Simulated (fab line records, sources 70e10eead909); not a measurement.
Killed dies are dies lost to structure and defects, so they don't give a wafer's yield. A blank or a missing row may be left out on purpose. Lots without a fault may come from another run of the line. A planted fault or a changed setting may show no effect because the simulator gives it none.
Which tool did it? | flow nand_harc | 12 lots, 36 wafers sampled, at 5 steps of a route of 1302

WHAT THE GAUGES READ, wafer by wafer
NHARC_END_SORT_01. Usual: killed_at_array 49, standard deviation 18; killed_at_other 0.7, standard deviation 1.1; killed_at_periphery 4.0, standard deviation 2.6; killed_dies 54, standard deviation 19; killed_open 3.4, standard deviation 1.7; killed_short 2.5, standard deviation 1.7.
lot  | measured     | on        | killed_at_array | killed_at_other | killed_at_periphery | killed_dies | killed_open | killed_short | flag
L850 | day 28 12:16 | prober-01 | 659 90 66       | 0 0 1           | 6 4 6               | 665 94 73   | 2 4 4       | 0 2 1        | OFF

WHICH TOOL RAN EACH LOT (tool, then ch and the chambers of the sampled wafers, then the start)
lot  | NHARC_A_STAIRCASE_STRIP_171          | NHARC_A_STAIRCASE_TRIM_18          | NHARC_A_STAIRCASE_ETCH_21                   | NHARC_A_STAIRCASE_ETCH_27
L839 | plasma_asher-02 ch 0,1, day 15 13:49 | rie_diel-03 ch 0,1, day 15 15:54   | rie_diel-03 ch 0,2,3, no start              | rie_diel-03 ch 1,2,3, no start
L841 | plasma_asher-02 ch 0, day 16 12:28   | rie_diel-09 ch 2,3, day 16 14:35   | rie_diel-09 ch 0,1,3, no start              | rie_diel-09 ch 1,2,3, no start
L842 | plasma_asher-01 ch 0,1, day 16 21:49 | rie_diel-09 ch 0,1, day 17 00:05   | rie_diel-08 ch 0,1, no start                | rie_diel-08 ch 0,1,3, no start
L844 | plasma_asher-02 ch 0,1, day 17 16:00 | rie_diel-03 ch 0,1, day 17 18:19   | rie_diel-09 ch 1,3, no start                | rie_diel-09 ch 0,1,3, no start
L850 | plasma_asher-02 ch 0,1, day 19 22:41 | rie_diel-03 ch 0,1,3, day 20 00:49 | rie_diel-03 ch 0,2, day 28 12:16 or earlier | rie_diel-03 ch 0,2,3, day 28 12:16 or earlier
L855 | plasma_asher-01 ch 0,1, day 22 12:03 | rie_diel-08 ch 0,1,3, day 22 14:20 | rie_diel-08 ch 0,2,3, no start              | rie_diel-08 ch 1,2,3, no start
L856 | plasma_asher-02 ch 0,1, day 22 12:12 | rie_diel-09 ch 0,1,3, day 22 14:41 | rie_diel-09 ch 0,3, no start                | rie_diel-09 ch 1,3, no start
L857 | plasma_asher-02 ch 0,1, day 23 09:38 | rie_diel-09 ch 2,3, day 23 11:59   | rie_diel-08 ch 0,3, no start                | rie_diel-08 ch 0,1,2, no start
L859 | plasma_asher-02 ch 0,1, day 23 21:31 | rie_diel-09 ch 0,1,2, day 23 23:52 | rie_diel-09 ch 1,2,3, no start              | rie_diel-09 ch 0,2,3, no start
L860 | plasma_asher-02 ch 0,1, day 24 10:47 | rie_diel-08 ch 0,1,2, day 24 12:59 | rie_diel-08 ch 0,1,2, no start              | rie_diel-08 ch 0,3, no start
L861 | plasma_asher-01 ch 0,1, day 24 19:06 | rie_diel-03 ch 0,1,3, day 24 21:32 | rie_diel-03 ch 0,1,2, no start              | rie_diel-03 ch 0,1,3, no start
L862 | plasma_asher-02 ch 0,1, day 25 01:04 | rie_diel-09 ch 0,1,2, day 25 03:17 | rie_diel-03 ch 0,3, no start                | rie_diel-03 ch 2,3, no start
- NHARC_A_STAIRCASE_STRIP_171: strips in O2.
- NHARC_A_STAIRCASE_TRIM_18: chemistry O2, time 211.2 s.
- NHARC_A_STAIRCASE_ETCH_21: etches the open film in C4F8/O2, target depth 100 nm, time 40.5 s.
- NHARC_A_STAIRCASE_ETCH_27: etches the open film in C4F8/O2, target depth 100 nm, time 40.5 s.

WHAT THE TOOLS THEMSELVES READ (means of the sampled wafers that have a number; where no wafer has one, the mark that the record gives instead)
NHARC_A_STAIRCASE_STRIP_171. Usual: drypump_motor_current_A 5.72 A, standard deviation 0.26; heater_power_w 336 W, standard deviation 15.
lot  | tool            | drypump_motor_current_A (A) | heater_power_w (W) | flag
L839 | plasma_asher-02 | 5.58                        | 324                |
L841 | plasma_asher-02 | 5.39                        | 341                |
L842 | plasma_asher-01 | 5.67                        | 346                |
L844 | plasma_asher-02 | 5.79                        | 323                |
L850 | plasma_asher-02 | 5.61                        | 327                |
L855 | plasma_asher-01 | 5.68                        | 350                |
L856 | plasma_asher-02 | 5.60                        | 328                |
L857 | plasma_asher-02 | 5.61                        | 325                |
L859 | plasma_asher-02 | 5.79                        | 324                |
L860 | plasma_asher-02 | 5.60                        | 328                |
L861 | plasma_asher-01 | 5.81                        | 340                |
L862 | plasma_asher-02 | 5.80                        | 329                |

NHARC_A_STAIRCASE_TRIM_18. Usual: drypump_motor_current_A 5.7 A, standard deviation 0.46; oes_product_au 1.000 a.u., standard deviation 0.012; rf_vpp_V 57.8 V, standard deviation 0.88; showerhead_plenum_p_Torr 3.53 Torr, standard deviation 0.11; throttle_valve_pct 17.038 %, standard deviation 0.0087.
lot  | tool        | drypump_motor_current_A (A) | oes_product_au (a.u.) | rf_vpp_V (V) | showerhead_plenum_p_Torr (Torr) | throttle_valve_pct (%) | flag
L839 | rie_diel-03 | 5.6                         | 1.015                 | 58.1         | 3.46                            | 17.040                 |
L841 | rie_diel-09 | 6.2                         | 0.986                 | 57.7         | 3.56                            | 17.030                 |
L842 | rie_diel-09 | 5.7                         | 0.990                 | 58.5         | 3.49                            | 17.037                 |
L844 | rie_diel-03 | 5.6                         | 1.007                 | 56.7         | 3.45                            | 17.037                 |
L850 | rie_diel-03 | 5.7                         | 1.086                 | 58.4         | 3.56                            | 17.038                 | OFF
L855 | rie_diel-08 | 5.4                         | 1.011                 | 57.3         | 3.62                            | 17.038                 |
L856 | rie_diel-09 | 6.0                         | 0.997                 | 57.4         | 3.49                            | 17.040                 |
L857 | rie_diel-09 | 6.2                         | 1.008                 | 57.9         | 3.53                            | 17.050                 |
L859 | rie_diel-09 | 5.7                         | 0.996                 | 57.5         | 3.50                            | 17.032                 |
L860 | rie_diel-08 | 5.6                         | 1.005                 | 58.1         | 3.54                            | 17.038                 |
L861 | rie_diel-03 | 5.7                         | 1.012                 | 57.6         | 3.54                            | 17.043                 |
L862 | rie_diel-09 | 5.6                         | 0.993                 | 58.5         | 3.50                            | 17.036                 |

NHARC_A_STAIRCASE_ETCH_21. Usual: oes_product_au 0.950 a.u., standard deviation 0.018; rf_fwd_power_W 592.0 W, standard deviation 3; rf_vpp_V 896 V, standard deviation 4.2.
lot  | tool        | oes_product_au (a.u.) | rf_fwd_power_W (W) | rf_vpp_V (V) | flag
L839 | rie_diel-03 | 0.959                 | 594.0              | 898          |
L841 | rie_diel-09 | 0.924                 | 591.8              | 894          |
L842 | rie_diel-08 | 0.966                 | 590.9              | 901          |
L844 | rie_diel-09 | 0.945                 | 590.7              | 896          |
L850 | rie_diel-03 | 0.956                 | 594.1              | 893          |
L855 | rie_diel-08 | 0.944                 | 591.8              | 895          |
L856 | rie_diel-09 | 0.946                 | 590.8              | 894          |
L857 | rie_diel-08 | 0.963                 | 589.4              | 897          |
L859 | rie_diel-09 | 0.943                 | 590.8              | 896          |
L860 | rie_diel-08 | 0.946                 | 592.1              | 896          |
L861 | rie_diel-03 | 0.953                 | 594.6              | 892          |
L862 | rie_diel-03 | 0.993                 | 589.0              | 900          |

NHARC_A_STAIRCASE_ETCH_27. Usual: oes_product_au 0.942 a.u., standard deviation 0.014; rf_fwd_power_W 592 W, standard deviation 3; rf_vpp_V 896 V, standard deviation 4.2.
lot  | tool        | oes_product_au (a.u.) | rf_fwd_power_W (W) | rf_vpp_V (V) | flag
L839 | rie_diel-03 | 0.956                 | 594                | 899          |
L841 | rie_diel-09 | 0.927                 | 590                | 897          |
L842 | rie_diel-08 | 0.946                 | 589                | 900          |
L844 | rie_diel-09 | 0.942                 | 592                | 895          |
L850 | rie_diel-03 | 0.950                 | 593                | 897          |
L855 | rie_diel-08 | 0.933                 | 591                | 896          |
L856 | rie_diel-09 | 0.940                 | 593                | 895          |
L857 | rie_diel-08 | 0.943                 | 593                | 896          |
L859 | rie_diel-09 | 0.942                 | 591                | 895          |
L860 | rie_diel-08 | 0.938                 | 591                | 897          |
L861 | rie_diel-03 | 0.961                 | 595                | 896          |
L862 | rie_diel-03 | 0.958                 | 593                | 900          |

THE ANSWER, worked out from the rows above alone
Rule: a lot is off if the mean of its wafers that have a number lies more than 3 standard deviations from the usual mean. A lot without any number at a reading at which 4 lots or more have one is off too. The other lots that the step has rows for count as sound. The gauges are gone through in route order, then the tools' own readings, and for those a lot's mean is taken as printed above. The first step at which some lot is off is used, and at that step the reading that is off furthest; a lot without a number counts as furthest.
Off: L850, at NHARC_END_SORT_01 (killed_at_array). Neither off nor sound, because the step has no rows for them: L839, L841, L842, L844, L855, L856, L857, L859, L860, L861, L862.
A tool fits if, at a process step before that reading, it ran every lot that is off, and no sound lot after the first of them. The gauges at NHARC_END_SORT_01 aren't tried: what is off there is off at NHARC_A_STAIRCASE_TRIM_18 too, on other tools, and a gauge's error can't cause that. NHARC_A_STAIRCASE_ETCH_21 gives no start for some lots, so the hours and the order of its lots are those of NHARC_END_SORT_01. NHARC_A_STAIRCASE_ETCH_27 gives no start for some lots, so the hours and the order of its lots are those of NHARC_END_SORT_01. Can't be told from this: 2 tools fit, plasma_asher-02 at NHARC_A_STAIRCASE_STRIP_171, rie_diel-03 at NHARC_A_STAIRCASE_TRIM_18 and NHARC_A_STAIRCASE_ETCH_21 and NHARC_A_STAIRCASE_ETCH_27.

WHAT THE SIMULATOR HAD PUT IN
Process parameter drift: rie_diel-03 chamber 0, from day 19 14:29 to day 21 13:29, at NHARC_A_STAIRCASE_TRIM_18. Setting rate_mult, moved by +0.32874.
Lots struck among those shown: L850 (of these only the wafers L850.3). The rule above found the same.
